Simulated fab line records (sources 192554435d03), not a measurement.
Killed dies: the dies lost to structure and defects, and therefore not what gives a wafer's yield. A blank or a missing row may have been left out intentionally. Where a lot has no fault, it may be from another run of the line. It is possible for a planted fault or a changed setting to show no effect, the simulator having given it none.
Split-lot study -- flow n5 finfet -- 21 wafers read across 7 lots, on a route 1938 steps long

== ON THE SPLIT ==
At N5_MOL_CONTACT_COAG_EXPOSE_05 (exposes mask CA, defocus 0 nm), the setting dose mj was moved away from the recipe's 38.25 on 8 of the 21 wafers read, by -4.1% to +5.6%. All remaining wafers had this setting at the recipe value.

== FROM THE SPLIT TO THE READING: what the file shows between them, 2 steps ==
- N5_MOL_CONTACT_COAG_PEB_06: peb time 60 s
- N5_MOL_CONTACT_COAG_DEVELOP_07: develop time 30 s

== THE READING ==
cd nm (nm) at N5_MOL_CONTACT_COAG_CD_MEAS_08, where the cd target is 28 nm. A value of 27.91 nm with a standard deviation of 0.25 nm is what fault-free wafers of this fab line usually give.

wafer,"tool, chamber at the split",dose mj as run,against the recipe,"cd nm, nm",against lot-mates on the recipe
L081.1,"euv scanner-01, 0",40.41,+5.6%,28.93,+0.86
L081.3,"euv scanner-01, 0",40.41,+5.6%,28.62,+0.55
L081.6,"euv scanner-01, 0",38.25,recipe,28.07,-
L086.2,"euv scanner-01, 0",38.25,recipe,27.69,-
L086.5,"euv scanner-01, 0",38.25,recipe,27.58,-
L086.6,"euv scanner-01, 0",38.25,recipe,27.48,-
L087.3,"euv scanner-01, 0",38.25,recipe,28.09,-
L087.4,"euv scanner-01, 0",38.25,recipe,28.15,-
L087.5,"euv scanner-01, 0",38.25,recipe,28.01,-
L093.1,"euv scanner-02, 0",36.67,-4.1%,27.14,-0.84
L093.3,"euv scanner-02, 0",38.25,recipe,27.70,-
L093.4,"euv scanner-02, 0",38.25,recipe,28.25,-
L094.2,"euv scanner-01, 0",40.05,+4.7%,28.84,+0.86
L094.3,"euv scanner-01, 0",40.05,+4.7%,29.00,+1.02
L094.4,"euv scanner-01, 0",38.25,recipe,27.98,-
L095.1,"euv scanner-01, 0",36.86,-3.6%,27.19,-0.65
L095.3,"euv scanner-01, 0",38.25,recipe,27.53,-
L095.4,"euv scanner-01, 0",38.25,recipe,28.16,-
L097.1,"euv scanner-01, 0",40.01,+4.6%,29.11,+0.89
L097.2,"euv scanner-01, 0",40.01,+4.6%,28.67,+0.45
L097.4,"euv scanner-01, 0",38.25,recipe,28.22,-

FIT RESULTS
A straight line over all 21 wafers: cd nm changes by +0.188 nm for each +1% of dose mj; r = +0.90; the points scatter about the line by 0.25 nm.
The same after taking each lot's own level away (the mean of its wafers on the recipe; 21 wafers): +0.162 nm for each +1%; r = +0.92; scatter 0.2 nm.
According to that fit, moving dose mj by its largest amount changes the reading by 0.92 nm.
Measured against the standard deviation above, the lots' own levels, which go from 27.583 to 28.220 nm, span 2.5 times it.
So the lot-to-lot level changes the slope: the two fits differ.
Check: with one of the wafers moved furthest among these (+5.6%) left out of the fit, the line predicts +0.901 nm for it against its lot-mates. Against them it came out at +0.86 nm.

== THE WHOLE CHAIN: every reading that the file lists as answering this split, in the file's order ==
step,what it does,reading,change (the file's fit),r (the file's)
N5_MOL_CONTACT_COAG_CD_MEAS_08,target cd 28 nm,cd nm,+0.164 nm for each +1% of the setting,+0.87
N5_MOL_CONTACT_COAG_ETCH_59,"etches underlayer in N2/H2, target depth 13 nm, time 10.4 s","MOL_CONTACT_COAG.cd offset nm (the simulator's own value, which no gauge read)",+0.183 nm for each +1% of the setting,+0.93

== FILE'S OWN FIT ==
cd nm changes by +0.164 nm for each +1% of dose mj, r = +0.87.
